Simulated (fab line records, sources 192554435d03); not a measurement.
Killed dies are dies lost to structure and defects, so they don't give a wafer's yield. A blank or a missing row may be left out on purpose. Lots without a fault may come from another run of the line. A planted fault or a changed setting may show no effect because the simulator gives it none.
Which tool did it? | flow n5_finfet | 7 lots, 21 wafers sampled, at 3 steps of a route of 1938

WHAT THE GAUGES READ, wafer by wafer
N5_BEOL_M15_RC_MEAS_101.
lot  | measured     | on        | SERP_M10 (ohm/um)
L519 | day 13 10:46 | prober-01 | 3.06 3.14 3.02
L521 | day 14 01:17 | prober-01 | 3.12 3.15 3.07
L531 | day 19 10:31 | prober-01 | 3.41 3.30 3.30
L532 | day 19 19:14 | prober-01 | 3.21 3.33 3.27
L535 | day 20 15:01 | prober-02 | 2.95 3.13 3.15
L526 | day 21 20:07 | prober-01 | 3.09 3.12 3.07
L540 | day 21 17:56 | prober-02 | 3.01 3.05 3.06

WHICH TOOL RAN EACH LOT (tool, then ch and the chambers of the sampled wafers, then the start)
lot  | N5_BEOL_M10_EXPOSE_08              | N5_BEOL_M10_DESCUM_16
L519 | arfi_scanner-01 ch 0, day 11 23:44 | rie_diel-05 ch 0,3, day 11 23:56
L521 | arfi_scanner-01 ch 0, day 12 13:36 | rie_diel-02 ch 2,3, day 12 13:49
L531 | arfi_scanner-01 ch 0, day 17 11:12 | rie_diel-05 ch 1,3, day 17 11:25
L532 | arfi_scanner-01 ch 0, day 18 01:16 | rie_diel-04 ch 2,3, day 18 01:38
L535 | arfi_scanner-02 ch 0, day 18 20:30 | rie_diel-02 ch 0,2,3, day 18 20:43
L526 | arfi_scanner-03 ch 0, day 20 00:10 | rie_diel-05 ch 0,2,3, day 20 00:56
L540 | arfi_scanner-03 ch 0, day 20 00:25 | rie_diel-05 ch 0,2, day 20 01:33
- N5_BEOL_M10_EXPOSE_08: exposes mask M10.
- N5_BEOL_M10_DESCUM_16: chemistry O2, time 7.9 s.

THE ANSWER, worked out from the rows above alone
Rule: what is usual is taken from the lots themselves. Put in order of their means at a reading, lots are off if they are a third of the lots or fewer, leave a main group of 4 or more, and stand apart from it by a gap of 3 or more times the standard deviation of the main group's means; of several such gaps the widest counts. A main group whose means are all the same, to the digits that the tables above print for the reading, isn't used. A lot without any number at a reading at which 4 lots or more have one is off too. The other lots that the step has rows for count as sound.
Off: L531, L532, at N5_BEOL_M15_RC_MEAS_101 (SERP_M10). The main group: mean 3.08 ohm/um, standard deviation 0.024.
A tool fits if, at a process step before that reading, it ran every lot that is off, and no sound lot after the first of them. The gauges at N5_BEOL_M15_RC_MEAS_101 are tried like those tools. One fits: arfi_scanner-01 at N5_BEOL_M10_EXPOSE_08. Its last sound lot is L521 (day 12 13:36), its first lot that is off L531 (day 17 11:12): a fault that began between those two fits.

WHAT THE SIMULATOR HAD PUT IN
Process parameter drift: arfi_scanner-01, from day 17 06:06 on, at N5_BEOL_M10_EXPOSE_08. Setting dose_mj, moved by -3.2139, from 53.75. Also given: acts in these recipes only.
Lots struck among those shown: L531, L532. The rule above found the same.
